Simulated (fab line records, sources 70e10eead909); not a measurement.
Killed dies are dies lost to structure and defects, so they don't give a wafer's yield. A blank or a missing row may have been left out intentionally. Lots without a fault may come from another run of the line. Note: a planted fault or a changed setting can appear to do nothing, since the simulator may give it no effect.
Struck lot and sound lot, side by side :: flow nand harc :: 14 steps out of a route of 1159
Sound: wafers L120.1, L120.3, L120.5. Wafers struck: L108.2, L108.4, L108.6. The cause comes at the end.
Order at every step that has rows: each side's tool, ch and its chambers, its first start. Under that, the readings that differ: sound wafers :: struck wafers :: difference of the means :: sigmas: that difference in standard deviations of wafers without a fault.
alike: readings whose means differ by less than 2 such deviations, and words and numbers that are the same on both sides. not compared: withheld readings, readings that some wafer has no value for, bounds like >300 that may hide the same value, and numbers for which the record gives no deviation and whose values overlap.
The two part at a step that has a row with sigmas, a row that says differs or no value, or rows on one side only. Numbers that don't overlap but have no deviation are shown without sigmas and don't part them. A reading missing from all wafers of one side parts the sides only when that side holds two or more wafers.

NHARC_A_ZERO_WELL_DESCUM_12: chemistry O2, time 3 s.
  sound on rie diel-12 ch 0,2,3, day 10 21:16; struck on rie diel-12 ch 0,1, day 7 18:52
  alike: drypump motor current A, oes product au, rf vpp V, showerhead plenum p Torr, throttle valve pct
  not compared: rf hours counter h
NHARC_A_ZERO_WELL_ETCH_19: etches the open film in N2/H2, target depth 80 nm, overetch 24 nm, time 87.88 s.
  sound on rie diel-12 ch 1,2,3, day 10 21:20; struck on rie diel-12 ch 0,3, day 7 18:57
  alike: drypump motor current A, n2 flow sccm, oes product au, rf vpp V, showerhead plenum p Torr, throttle valve pct
  not compared: rf hours counter h
NHARC_A_ZERO_WELL_ETCH_13: etches the open film in HBr/Cl2, target depth 120 nm, time 40.1 s.
  sound on rie si-04 ch 0,3, day 10 21:28; struck on rie si-02 ch 0,3, day 7 19:04
  alike: drypump motor current A, oes product au, throttle valve pct
  not compared: rf hours counter h
then, 4 steps without rows for these wafers: NHARC_A_ZERO_WELL_STRIP_14 (strips in SPM, time 900 s); NHARC_A_ZERO_WELL_IMPLANT_15; NHARC_A_ZERO_WELL_PRECLEAN_22 (cleans in SC1, time 60 s); NHARC_A_ZERO_WELL_SRD_23.
NHARC_A_ZERO_WELL_RTA_16: time 10 s.
  sound on rtp anneal-02 ch 0, day 10 22:22; struck on rtp anneal-02 ch 0, day 7 19:59
  alike: lamp power pct, wafer_temp_C_max
NHARC_A_ZERO_WELL_INSPECT_17:
  sound on defect inspect-01 at day 10 22:34; struck on defect inspect-01 at day 7 20:10
  alike: raw defect count
then, 2 steps without rows for these wafers: NHARC_A_SOURCE_PLATE_PRECLEAN_00 (cleans in HF-LAST, time 60 s); NHARC_A_SOURCE_PLATE_SRD_01.
NHARC_A_SOURCE_PLATE_OXIDE_02: material SiO2, target thk 10 nm, ox time 1362 s.
  sound on furnace-03 ch 0, day 11 00:10; struck on furnace-01 ch 0, day 8 11:19
  alike: spike tc upper C, zone power bottom pct
NHARC_A_SOURCE_PLATE_THK_MEAS_09: measures by ellipsometry.
  sound on film metro-02 at day 11 04:13; struck on film metro-02 at day 8 15:45
reading: thk nm (nm)
sound: 11.0 10.1 9.5
struck: 15.7 14.7 14.6
difference: +4.8
sigmas: +5
then, 1 step without rows for these wafers: NHARC_A_SOURCE_PLATE_PVD_04 (deposits WSi2, target thk 50 nm).

WHERE THEY PART
Within this record, at NHARC_A_SOURCE_PLATE_THK_MEAS_09 only.

WHY: what had been put in by the simulator
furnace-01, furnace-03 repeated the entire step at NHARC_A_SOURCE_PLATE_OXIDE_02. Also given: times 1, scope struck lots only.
